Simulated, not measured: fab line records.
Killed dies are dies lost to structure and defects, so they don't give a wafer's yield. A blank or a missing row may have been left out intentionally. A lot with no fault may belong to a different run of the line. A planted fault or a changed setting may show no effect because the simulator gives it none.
Matching of chambers | flow n5Finfet | N5_MOL_CONTACT_COAG_CONTACT_ETCH_14 on rieDiel-02: 4 sister chambers
The step etches SiO2 in C4F6/O2, target depth 27.5 nm, overetch 8.5 nm, time 20 s. 4 wafers are shown with their chamber, then 8 later ones without.

WAFERS WITH THEIR CHAMBER
wafer  | chamber | drypumpMotorCurrentA (A)
L079.2 | 0       | 5.2
L082.5 | 3       | 5.9
L083.6 | 1       | 6.1
L086.1 | 2       | 5.7

WAFERS WITH NO CHAMBER GIVEN
wafer  | drypumpMotorCurrentA (A)
L086.2 | 5.2
L086.3 | 5.9
L089.3 | 5.7
L089.4 | 5.3
L089.6 | 5.2
L090.2 | 6.2
L090.4 | 5.2
L090.6 | 6.2

EACH ONE'S CHAMBER
wafer  | from the rows above | in truth
L086.2 | 0                   | 0
L086.3 | 3                   | 3
L089.3 | 2                   | 2
L089.4 | 0                   | 0
L089.6 | 0                   | 0
L090.2 | 1                   | 1
L090.4 | 0                   | 0
L090.6 | 1                   | 1
Placed correctly: 8 of 8. Not placeable from these rows: 0. 0 placed wrongly.
How it was worked out, from the rows above alone: a wafer's distance from a chamber is the root of the sum, over the readings, of the square of ((its reading less the chamber's mean) divided by the reading's scatter). The wafer belongs to the nearest chamber; if the next one is less than 2 further off, it can't be placed. For every chamber, the mean is computed from those of its wafers that are shown. The scatter (one wafer shown for each chamber): square how far every hidden wafer sits from the nearest shown wafer, average those squares and take the square root.
